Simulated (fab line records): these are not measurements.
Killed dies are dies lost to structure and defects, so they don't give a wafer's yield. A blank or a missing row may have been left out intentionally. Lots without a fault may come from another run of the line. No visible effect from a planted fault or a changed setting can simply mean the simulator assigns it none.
fab line records	flow n5-finfet	part 1 of 2: steps 1 to 26 of 37
record: lots: 5	wafers: 15	last-day: 16
route steps=1938 shown WELL_APT@29 PMOS_HMC_CHANNEL_EPI@57
lots that met no fault: from a run of the same line without faults
start-h: start of the lot's first displayed wafer, in hours after the record's first day	wait-h: time in hours since the lot's previous step	" the same as in the row above	L1.1+2: several wafers, shown together as one row	- no value present, or no start provided	* or withheld: withheld	< > ~ a bound
route shown NAME@n: a module of which the file shows steps, and the number in the route of the first	usual: mean/standard deviation taken from wafers without a fault	same: alike in all rows	chamber/n: place in a boat	sites: readings site by site	_std_site: the standard deviation of these	_edge_site: outer sites' mean less inner sites'	radius-mm: how far each site lies from the wafer's centre	mask NAME#n: copy n	behind: the last tool/chamber to shape the wafer	hold: why the lot went on hold/how many hours it stayed there/how the hold came to an end	device: transistor that didn't switch, given as n, p or np	end of line: the route-end tests of the same wafers	step lacking rows: just its recipe	killed: at the first sort, the dies lost to defects and structure; wafer yield is something else	map: shows each die of a wafer: x if killed, . if not, _ if none is there
set.NAME: the setting the step ran with; set.NAME@STEP: the setting that earlier step ran with	model.NAME: the simulator's own value behind a step, which no gauge read
lots at some steps of the route; a table a step, a row a wafer
services: the hour from which a tool's chamber was out of use, counted from the record's first day as start-h (under 0 if before that day), plus the number of hours and why
== steps ==
step: N5_WELL_APT_OVL_MEAS_09
recipe: points-per-wafer: 44
usual: NWELL_OVL: 1/5.6
lot.wafer	tool	chamber	start-h	wait-h	NWELL_OVL[nm]
L076.3	overlay-01	0	25.74	0.0	7
L076.4	"	0	"	"	4
L076.6	"	0	"	"	7
L078.1	overlay-01	0	37.82	0.0	-1
L078.4	"	0	"	"	-4
L078.5	"	0	"	"	4
L082.1	overlay-02	0	61.73	0.0	5
L082.4	"	0	"	"	6
L082.6	"	0	"	"	4
L090.1	overlay-02	0	109.85	0.0	2
L090.2	"	0	"	"	7
L090.6	"	0	"	"	10
L094.3	overlay-02	0	133.60	0.0	4
L094.5	"	0	"	"	1
L094.6	"	0	"	"	6
step: N5_WELL_APT_INSPECT_10
recipe: mode: adi	inspect-instrument: macro
usual: raw-defect-count: 2.0/1.4
lot.wafer	tool	chamber	start-h	wait-h	raw-defect-count
L076.3	defect-inspect-02	-	25.76	0.0	2
L076.4	"	-	"	"	1
L076.6	"	-	"	"	0
L078.1	defect-inspect-02	-	37.84	0.0	1
L078.4	"	-	"	"	2
L078.5	"	-	"	"	1
L082.1	defect-inspect-02	-	61.76	0.0	3
L082.4	"	-	"	"	4
L082.6	"	-	"	"	1
L090.1	defect-inspect-01	-	109.87	0.0	2
L090.2	"	-	"	"	4
L090.6	"	-	"	"	0
L094.3	defect-inspect-02	-	133.63	0.0	1
L094.5	"	-	"	"	3
L094.6	"	-	"	"	0
step: N5_WELL_APT_DESCUM_13
recipe: chemistry: O2	time-s: 7.9	source-power-w: 50	bias-power-w: 20	pressure-mtorr: 20	rf-frequency-hz: 2.712e+07	temp-c: 40	o2-flow-sccm: 225
usual: drypump-motor-current-A: 5.7/0.31	oes-product-au: 0.77/0.061	rf-vpp-V: 243.3/1.5	showerhead-plenum-p-Torr: 2.10/0.083	throttle-valve-pct: 20.43/0.22
same: time-s: 7.9
lot.wafer	tool	chamber	start-h	wait-h	drypump-motor-current-A	oes-product-au	rf-hours-counter-h	rf-vpp-V	showerhead-plenum-p-Torr	throttle-valve-pct
L076.3	rie-diel-02	2	25.87	0.1	5.4	0.76	173	242.5	2.07	20.18
L076.4	"	1	"	"	5.8	0.75	161	243.5	2.18	20.59
L076.6	"	0	"	"	5.6	0.74	-	243.0	2.10	20.35
L078.1	rie-diel-06	2	37.87	0.0	6.3	0.73	204	242.0	1.98	20.60
L078.4	"	0	"	"	5.8	0.78	124	244.4	2.19	20.44
L078.5	"	1	"	"	5.4	0.78	-	243.0	2.10	20.74
L082.1	rie-diel-03	2	61.79	0.0	6.1	0.74	183	242.9	2.08	20.19
L082.4	"	1	"	"	5.3	0.74	151	243.7	2.17	20.37
L082.6	"	2	"	"	6.1	0.74	-	244.0	2.08	20.19
L090.1	rie-diel-02	1	109.92	0.0	5.9	0.73	188	243.1	2.17	20.61
L090.2	"	2	"	"	5.4	0.74	198	244.3	2.06	20.20
L090.6	"	1	"	"	5.9	0.73	-	243.1	2.17	20.63
L094.3	rie-diel-03	2	133.72	0.1	6.1	0.72	206	243.7	2.07	20.20
L094.5	"	3	"	"	5.9	0.88	-	245.5	2.25	20.43
L094.6	"	2	"	"	6.2	0.72	-	241.6	2.07	20.22
step: N5_WELL_APT_IMPLANT_14
recipe: species: P	energy-kev: 160	dose-cm2: 1.5e+13	tilt-deg: 0	rotation-deg: 0
usual: dose-ions-cm2: 1.4998e+13/1.5e+10	end-station-pressure-torr: 5.12e-06/2.9e-07
lot.wafer	tool	chamber	start-h	wait-h	dose-ions-cm2	end-station-pressure-torr
L076.3	implanter-01	0	26.03	0.1	1.5001e+13	5.15e-06
L076.4	"	0	"	"	1.4971e+13	4.88e-06
L076.6	"	0	"	"	1.4998e+13	5.03e-06
L078.1	implanter-01	0	37.97	0.1	1.5016e+13	5.34e-06
L078.4	"	0	"	"	1.4999e+13	5e-06
L078.5	"	0	"	"	1.4985e+13	5.06e-06
L082.1	implanter-01	0	61.89	0.1	1.5001e+13	5.15e-06
L082.4	"	0	"	"	1.502e+13	4.63e-06
L082.6	"	0	"	"	1.5012e+13	4.85e-06
L090.1	implanter-01	0	110.01	0.1	1.5002e+13	5.16e-06
L090.2	"	0	"	"	1.4992e+13	4.6e-06
L090.6	"	0	"	"	1.4973e+13	5.52e-06
L094.3	implanter-01	0	133.88	0.1	1.4976e+13	5.09e-06
L094.5	"	0	"	"	1.4998e+13	5.18e-06
L094.6	"	0	"	"	1.5003e+13	4.98e-06
step: N5_WELL_APT_IMPLANT_15
recipe: species: As	energy-kev: 25	dose-cm2: 1.5e+13	tilt-deg: 0	rotation-deg: 0
usual: dose-ions-cm2: 1.4998e+13/1.6e+10	end-station-pressure-torr: 5.1e-06/3.1e-07
lot.wafer	tool	chamber	start-h	wait-h	dose-ions-cm2	end-station-pressure-torr
L076.3	implanter-01	0	26.21	0.1	1.4964e+13	5e-06
L076.4	"	0	"	"	1.4992e+13	5e-06
L076.6	"	0	"	"	1.4976e+13	4.9e-06
L078.1	implanter-01	0	38.15	0.1	1.4997e+13	5.8e-06
L078.4	"	0	"	"	1.4977e+13	5.4e-06
L078.5	"	0	"	"	1.4991e+13	5.7e-06
L082.1	implanter-01	0	62.07	0.1	1.4995e+13	5.4e-06
L082.4	"	0	"	"	1.5032e+13	5.3e-06
L082.6	"	0	"	"	1.5001e+13	5.1e-06
L090.1	implanter-01	0	110.19	0.1	1.5002e+13	5e-06
L090.2	"	0	"	"	1.4997e+13	5.3e-06
L090.6	"	0	"	"	1.4995e+13	4.9e-06
L094.3	implanter-01	0	134.06	0.1	1.5029e+13	4.8e-06
L094.5	"	0	"	"	1.5002e+13	4.8e-06
L094.6	"	0	"	"	1.5007e+13	5e-06
step: N5_WELL_APT_STRIP_16
recipe: chemistry: SPM	time-s: 900	temp-c: 130	h2so4-h2o2-vol-ratio: 4	dry: ipa-marangoni
usual: bath-guard-temp-C: 130.1/0.58
same: time-s: 900
lot.wafer	tool	chamber	start-h	wait-h	bath-guard-temp-C
L076.3	wet-bench-01	3	26.36	0.1	129.9
L076.4	"	0	"	"	129.8
L076.6	"	7	"	"	130.3
L078.1	wet-bench-05	5	38.36	0.2	130.0
L078.4	"	1	"	"	131.3
L078.5	"	0	"	"	130.1
L082.1	wet-bench-06	1	62.28	0.2	130.9
L082.4	"	3	"	"	131.7
L082.6	"	7	"	"	130.3
L090.1	wet-bench-01	7	110.42	0.2	130.0
L090.2	"	0	"	"	129.9
L090.6	"	4	"	"	129.4
L094.3	wet-bench-05	2	134.21	0.1	129.7
L094.5	"	7	"	"	130.3
L094.6	"	1	"	"	131.2
step: N5_WELL_APT_HMDS_18
recipe: time-s: 60	temp-c: 120
same: time-s: 60
lot.wafer	tool	chamber	start-h	wait-h
L076.3+4+6	litho-track-02	0	26.88	0.0
L078.1+4+5	litho-track-05	0	38.63	0.0
L082.1+4+6	litho-track-01	0	62.56	0.0
L090.1+2+6	litho-track-02	0	110.69	0.0
L094.3+5+6	litho-track-02	0	134.51	0.0
step: N5_WELL_APT_COAT_19
recipe: spin-rpm: 1357	resist-thk-nm: 950
lot.wafer	tool	chamber	start-h	wait-h
L076.3+4+6	litho-track-02	0	-	-
L078.1+4+5	litho-track-05	0	-	-
L082.1+4+6	litho-track-01	0	-	-
L090.1+2+6	litho-track-02	0	-	-
L094.3+5+6	litho-track-02	0	-	-
step: N5_WELL_APT_EBR_21
recipe: solvent: PGMEA	ebr-width-mm: 1.5
lot.wafer	tool	chamber	start-h	wait-h
L076.3+4+6	litho-track-02	0	-	-
L078.1+4+5	litho-track-05	0	-	-
L082.1+4+6	litho-track-01	0	-	-
L090.1+2+6	litho-track-02	0	-	-
L094.3+5+6	litho-track-02	0	-	-
step: N5_WELL_APT_SOFTBAKE_20
recipe: temp-c: 130	time-s: 60
same: time-s: 60
lot.wafer	tool	chamber	start-h	wait-h
L076.3+4+6	litho-track-02	0	-	-
L078.1+4+5	litho-track-05	0	-	-
L082.1+4+6	litho-track-01	0	-	-
L090.1+2+6	litho-track-02	0	-	-
L094.3+5+6	litho-track-02	0	-	-
step: N5_WELL_APT_EXPOSE_22
recipe: mask-id: PWELL	na: 0.8	source-shape: conventional	sigma-outer: 0.8	polarization: unpolarized	defocus-nm: 0	target-cd-nm: 200	dose-mj: 23.2
usual: reticle-temp-C: 23.01/0.099
lot.wafer	tool	chamber	start-h	wait-h	mask	reticle-temp-C
L076.3	krf-scanner-02	0	27.12	-	PWELL#0	22.95
L076.4	"	0	"	"	PWELL#0	22.93
L076.6	"	0	"	"	PWELL#0	23.09
L078.1	krf-scanner-02	0	38.86	-	PWELL#0	22.87
L078.4	"	0	"	"	PWELL#0	23.00
L078.5	"	0	"	"	PWELL#0	22.84
L082.1	krf-scanner-02	0	62.78	-	PWELL#0	23.19
L082.4	"	0	"	"	PWELL#0	23.01
L082.6	"	0	"	"	PWELL#0	22.94
L090.1	krf-scanner-01	0	110.92	-	PWELL#0	23.04
L090.2	"	0	"	"	PWELL#0	23.15
L090.6	"	0	"	"	PWELL#0	23.15
L094.3	krf-scanner-01	0	134.62	-	PWELL#0	23.06
L094.5	"	0	"	"	PWELL#0	22.87
L094.6	"	0	"	"	PWELL#0	22.81
step: N5_WELL_APT_PEB_23
recipe: peb-temp-c: 130	peb-time-s: 90
same: peb-time-s: 90
lot.wafer	tool	chamber	start-h	wait-h
L076.3+4+6	litho-track-02	0	27.16	0.0
L078.1+4+5	litho-track-02	0	38.92	0.1
L082.1+4+6	litho-track-01	0	62.84	0.1
L090.1+2+6	litho-track-02	0	110.97	0.1
L094.3+5+6	litho-track-05	0	134.66	0.0
step: N5_WELL_APT_DEVELOP_24
recipe: develop-time-s: 45	rinse-liquid: surfactant-rinse	dry: air-spin	dev-temp-c: 21
usual: developer-temp-C: 20.99/0.11
lot.wafer	tool	chamber	start-h	wait-h	developer-temp-C
L076.3	litho-track-02	0	-	-	20.99
L076.4	"	0	"	"	20.94
L076.6	"	0	"	"	20.93
L078.1	litho-track-02	0	-	-	21.03
L078.4	"	0	"	"	21.00
L078.5	"	0	"	"	20.98
L082.1	litho-track-01	0	-	-	21.09
L082.4	"	0	"	"	21.07
L082.6	"	0	"	"	21.04
L090.1	litho-track-02	0	-	-	20.82
L090.2	"	0	"	"	20.95
L090.6	"	0	"	"	20.84
L094.3	litho-track-05	0	-	-	20.96
L094.5	"	0	"	"	20.92
L094.6	"	0	"	"	21.06
step: N5_WELL_APT_HARDBAKE_29
recipe: temp-c: 130	time-s: 120
same: time-s: 120
lot.wafer	tool	chamber	start-h	wait-h
L076.3+4+6	litho-track-02	0	-	-
L078.1+4+5	litho-track-02	0	-	-
L082.1+4+6	litho-track-01	0	-	-
L090.1+2+6	litho-track-02	0	-	-
L094.3+5+6	litho-track-05	0	-	-
step: N5_WELL_APT_CD_MEAS_25
recipe: target-cd-nm: 200	landing-energy-ev: 500	detector: se-inlens
usual: cd-nm: 200.8/2.2
lot.wafer	tool	chamber	start-h	wait-h	cd-nm
L076.3	cd-sem-01	0	27.28	-	201.2
L076.4	"	0	"	"	200.7
L076.6	"	0	"	"	201.5
L078.1	cd-sem-02	0	39.03	-	201.4
L078.4	"	0	"	"	200.4
L078.5	"	0	"	"	203.0
L082.1	cd-sem-01	0	62.95	-	197.5
L082.4	"	0	"	"	199.9
L082.6	"	0	"	"	198.0
L090.1	cd-sem-03	0	111.09	-	201.2
L090.2	"	0	"	"	201.4
L090.6	"	0	"	"	204.3
L094.3	cd-sem-02	0	134.78	-	200.8
L094.5	"	0	"	"	200.2
L094.6	"	0	"	"	199.2
step: N5_WELL_APT_OVL_MEAS_26
recipe: points-per-wafer: 44
usual: PWELL_OVL: 1/5.8
lot.wafer	tool	chamber	start-h	wait-h	PWELL_OVL[nm]
L076.3	overlay-01	0	27.31	0.0	6
L076.4	"	0	"	"	9
L076.6	"	0	"	"	6
L078.1	overlay-01	0	39.06	0.0	2
L078.4	"	0	"	"	-8
L078.5	"	0	"	"	-6
L082.1	overlay-02	0	62.98	0.0	2
L082.4	"	0	"	"	16
L082.6	"	0	"	"	12
L090.1	overlay-01	0	111.12	0.0	-6
L090.2	"	0	"	"	-2
L090.6	"	0	"	"	-3
L094.3	overlay-02	0	134.81	0.0	0
L094.5	"	0	"	"	-4
L094.6	"	0	"	"	-10
step: N5_WELL_APT_INSPECT_27
recipe: mode: adi	inspect-instrument: macro
usual: raw-defect-count: 2.1/1.5
lot.wafer	tool	chamber	start-h	wait-h	raw-defect-count
L076.3	defect-inspect-02	-	27.33	0.0	1
L076.4	"	-	"	"	2
L076.6	"	-	"	"	3
L078.1	defect-inspect-02	-	39.09	0.0	1
L078.4	"	-	"	"	3
L078.5	"	-	"	"	1
L082.1	defect-inspect-02	-	63.01	0.0	0
L082.4	"	-	"	"	4
L082.6	"	-	"	"	1
L090.1	defect-inspect-01	-	111.14	0.0	1
L090.2	"	-	"	"	3
L090.6	"	-	"	"	3
L094.3	defect-inspect-01	-	134.83	0.0	2
L094.5	"	-	"	"	1
L094.6	"	-	"	"	2
step: N5_WELL_APT_DESCUM_30
recipe: chemistry: O2	time-s: 7.9	source-power-w: 50	bias-power-w: 20	pressure-mtorr: 20	rf-frequency-hz: 2.712e+07	temp-c: 40	o2-flow-sccm: 225
usual: drypump-motor-current-A: 5.6/0.31	oes-product-au: 0.76/0.048	rf-vpp-V: 243.1/1.4	showerhead-plenum-p-Torr: 2.09/0.074	throttle-valve-pct: 20.45/0.22
same: time-s: 7.9
lot.wafer	tool	chamber	start-h	wait-h	drypump-motor-current-A	oes-product-au	rf-hours-counter-h	rf-vpp-V	showerhead-plenum-p-Torr	throttle-valve-pct
L076.3	rie-diel-06	2	27.37	0.0	6.3	0.74	200	240.9	1.98	20.57
L076.4	"	3	"	"	5.2	0.80	121	241.5	2.02	20.14
L076.6	"	2	"	"	6.3	0.74	-	240.9	1.98	20.60
L078.1	rie-diel-02	2	39.12	0.0	5.4	0.75	179	242.4	2.07	20.17
L078.4	"	3	"	"	5.6	0.77	158	243.7	2.09	20.80
L078.5	"	3	"	"	5.6	0.77	-	242.2	2.09	20.81
L082.1	rie-diel-06	1	63.04	0.0	5.4	0.77	159	243.4	2.10	20.75
L082.4	"	2	"	"	6.3	0.73	212	240.5	1.98	20.62
L082.6	"	0	"	"	5.8	0.76	-	243.5	2.18	20.47
L090.1	rie-diel-06	1	111.18	0.0	5.4	0.75	178	242.7	2.09	20.78
L090.2	"	2	"	"	6.3	0.71	230	241.5	1.97	20.63
L090.6	"	1	"	"	5.4	0.75	-	242.8	2.09	20.79
L094.3	rie-diel-06	2	134.86	0.0	6.3	0.71	238	239.7	1.97	20.63
L094.5	"	1	"	"	5.4	0.75	-	243.3	2.09	20.79
L094.6	"	0	"	"	5.8	0.74	-	242.8	2.17	20.50
step: N5_WELL_APT_IMPLANT_31
recipe: species: B	energy-kev: 60	dose-cm2: 1.5e+13	tilt-deg: 0	rotation-deg: 0
usual: dose-ions-cm2: 1.5002e+13/1.7e+10	end-station-pressure-torr: 5.17e-06/2.7e-07
lot.wafer	tool	chamber	start-h	wait-h	dose-ions-cm2	end-station-pressure-torr
L076.3	implanter-02	0	27.52	0.1	1.4978e+13	5.46e-06
L076.4	"	0	"	"	1.5005e+13	4.72e-06
L076.6	"	0	"	"	1.4985e+13	5.38e-06
L078.1	implanter-02	0	39.22	0.1	1.4997e+13	4.75e-06
L078.4	"	0	"	"	1.5004e+13	5.46e-06
L078.5	"	0	"	"	1.4995e+13	4.73e-06
L082.1	implanter-02	0	63.14	0.1	1.4986e+13	5.42e-06
L082.4	"	0	"	"	1.5003e+13	5.06e-06
L082.6	"	0	"	"	1.4983e+13	5.26e-06
L090.1	implanter-01	0	111.28	0.1	1.5023e+13	4.88e-06
L090.2	"	0	"	"	1.5039e+13	4.85e-06
L090.6	"	0	"	"	1.5019e+13	5.22e-06
L094.3	implanter-01	0	135.02	0.1	1.4997e+13	5.45e-06
L094.5	"	0	"	"	1.5011e+13	5.58e-06
L094.6	"	0	"	"	1.5008e+13	5.03e-06
step: N5_WELL_APT_IMPLANT_32
recipe: species: BF2	energy-kev: 50	dose-cm2: 2e+13	tilt-deg: 0	rotation-deg: 0
usual: dose-ions-cm2: 1.9995e+13/2e+10	end-station-pressure-torr: 5.19e-06/3e-07
lot.wafer	tool	chamber	start-h	wait-h	dose-ions-cm2	end-station-pressure-torr
L076.3	implanter-02	0	27.70	0.1	2.002e+13	4.99e-06
L076.4	"	0	"	"	1.9993e+13	5.74e-06
L076.6	"	0	"	"	1.9994e+13	5.2e-06
L078.1	implanter-02	0	39.40	0.1	2.003e+13	5.28e-06
L078.4	"	0	"	"	2.0002e+13	5.25e-06
L078.5	"	0	"	"	1.999e+13	5.39e-06
L082.1	implanter-02	0	63.32	0.1	1.9992e+13	4.72e-06
L082.4	"	0	"	"	1.9948e+13	4.84e-06
L082.6	"	0	"	"	1.9946e+13	5.37e-06
L090.1	implanter-01	0	111.46	0.1	1.9974e+13	5.3e-06
L090.2	"	0	"	"	1.9999e+13	5.4e-06
L090.6	"	0	"	"	2.0002e+13	4.86e-06
L094.3	implanter-01	0	135.20	0.1	1.9949e+13	5.13e-06
L094.5	"	0	"	"	1.9972e+13	5.05e-06
L094.6	"	0	"	"	1.9975e+13	5.1e-06
step: N5_WELL_APT_STRIP_33
recipe: chemistry: SPM	time-s: 900	temp-c: 130	h2so4-h2o2-vol-ratio: 4	dry: ipa-marangoni
usual: bath-guard-temp-C: 130.1/0.59
same: time-s: 900
lot.wafer	tool	chamber	start-h	wait-h	bath-guard-temp-C
L076.3	wet-bench-05	1	27.85	0.1	131.4
L076.4	"	2	"	"	130.2
L076.6	"	0	"	"	130.0
L078.1	wet-bench-06	6	39.61	0.2	129.8
L078.4	"	4	"	"	130.2
L078.5	"	5	"	"	130.7
L082.1	wet-bench-06	1	63.53	0.2	130.1
L082.4	"	0	"	"	130.2
L082.6	"	6	"	"	129.7
L090.1	wet-bench-01	5	111.66	0.2	129.1
L090.2	"	7	"	"	129.9
L090.6	"	1	"	"	129.9
L094.3	wet-bench-06	6	135.35	0.1	129.8
L094.5	"	4	"	"	129.7
L094.6	"	5	"	"	130.6
step: N5_WELL_APT_RTA_34
recipe: temp-c: 1000	time-s: 10	ambient: N2	idle-temp-c: 600	ramp-up-c-per-s: 150	ramp-down-c-per-s: 60	cool-to-c: 600
usual: lamp-power-pct: 13.01/0.049	wafer_temp_C_max: 1003.5/1.1
same: time-s: 10
lot.wafer	tool	chamber	start-h	wait-h	lamp-power-pct	wafer_temp_C_max
L076.3	rtp-anneal-02	0	28.17	0.1	13.02	1004.4
L076.4	"	0	"	"	13.04	1002.0
L076.6	"	0	"	"	12.98	1002.9
L078.1	rtp-anneal-01	0	39.88	0.0	13.02	1005.2
L078.4	"	0	"	"	13.00	1002.4
L078.5	"	0	"	"	12.92	1002.8
L082.1	rtp-anneal-01	0	63.80	0.0	12.91	1003.2
L082.4	"	0	"	"	13.03	1004.6
L082.6	"	0	"	"	13.14	1004.7
L090.1	rtp-anneal-02	0	112.00	0.1	12.92	1002.6
L090.2	"	0	"	"	13.00	1002.0
L090.6	"	0	"	"	13.07	1004.3
L094.3	rtp-anneal-02	0	135.66	0.1	12.90	1004.4
L094.5	"	0	"	"	13.09	1003.7
L094.6	"	0	"	"	12.97	1002.8
step: N5_WELL_APT_OXIDE_STRIP_42
recipe: chemistry: dHF	dilution: 25:1	time-s: 45	temp-c: 25	target: SiO2	target-depth-a: 120
same: time-s: 45
lot.wafer	tool	chamber	start-h	wait-h
L076.3+4+6	wet-bench-05	0,4,1	28.27	0.1
L078.1+4+5	wet-bench-06	6,1,3	40.03	0.1
L082.1+4+6	wet-bench-01	7,3,6	63.95	0.1
L090.1+2+6	wet-bench-06	3,7,2	112.14	0.1
L094.3+5+6	wet-bench-06	4,1,3	135.77	0.1
step: N5_WELL_APT_PRECLEAN_36
recipe: chemistry: O3/DIW	time-s: 45	temp-c: 22	o3-ppm: 10
usual: o3-ppm: 9.99/0.09
same: time-s: 45
lot.wafer	tool	chamber	start-h	wait-h	o3-ppm
L076.3	wet-bench-05	0	28.29	0.0	9.92
L076.4	"	4	"	"	9.85
L076.6	"	1	"	"	9.87
L078.1	wet-bench-06	6	40.04	0.0	10.06
L078.4	"	1	"	"	9.96
L078.5	"	3	"	"	10.11
L082.1	wet-bench-01	7	63.96	0.0	10.06
L082.4	"	3	"	"	9.98
L082.6	"	6	"	"	10.12
L090.1	wet-bench-06	3	112.16	0.0	9.91
L090.2	"	7	"	"	10.04
L090.6	"	2	"	"	10.05
L094.3	wet-bench-06	4	135.79	0.0	9.95
L094.5	"	1	"	"	9.95
L094.6	"	3	"	"	9.89
step: N5_WELL_APT_PRECLEAN_39
recipe: chemistry: dHF	time-s: 60	dilution: 150:1	temp-c: 25
same: time-s: 60
lot.wafer	tool	chamber	start-h	wait-h
L076.3+4+6	wet-bench-05	0,4,1	28.30	0.0
L078.1+4+5	wet-bench-06	6,1,3	40.05	0.0
L082.1+4+6	wet-bench-01	7,3,6	63.98	0.0
L090.1+2+6	wet-bench-06	3,7,2	112.17	0.0
L094.3+5+6	wet-bench-06	4,1,3	135.80	0.0
step: N5_WELL_APT_SRD_37
recipe: dry: ipa-marangoni	do-ppb: 5	time-s: 30	temp-c: 23	rinse-liquid: diw
same: time-s: 30
lot.wafer	tool	chamber	start-h	wait-h
L076.3+4+6	wet-bench-05	0,4,1	28.32	0.0
L078.1+4+5	wet-bench-06	6,1,3	40.07	0.0
L082.1+4+6	wet-bench-01	7,3,6	63.99	0.0
L090.1+2+6	wet-bench-06	3,7,2	112.19	0.0
L094.3+5+6	wet-bench-06	4,1,3	135.81	0.0
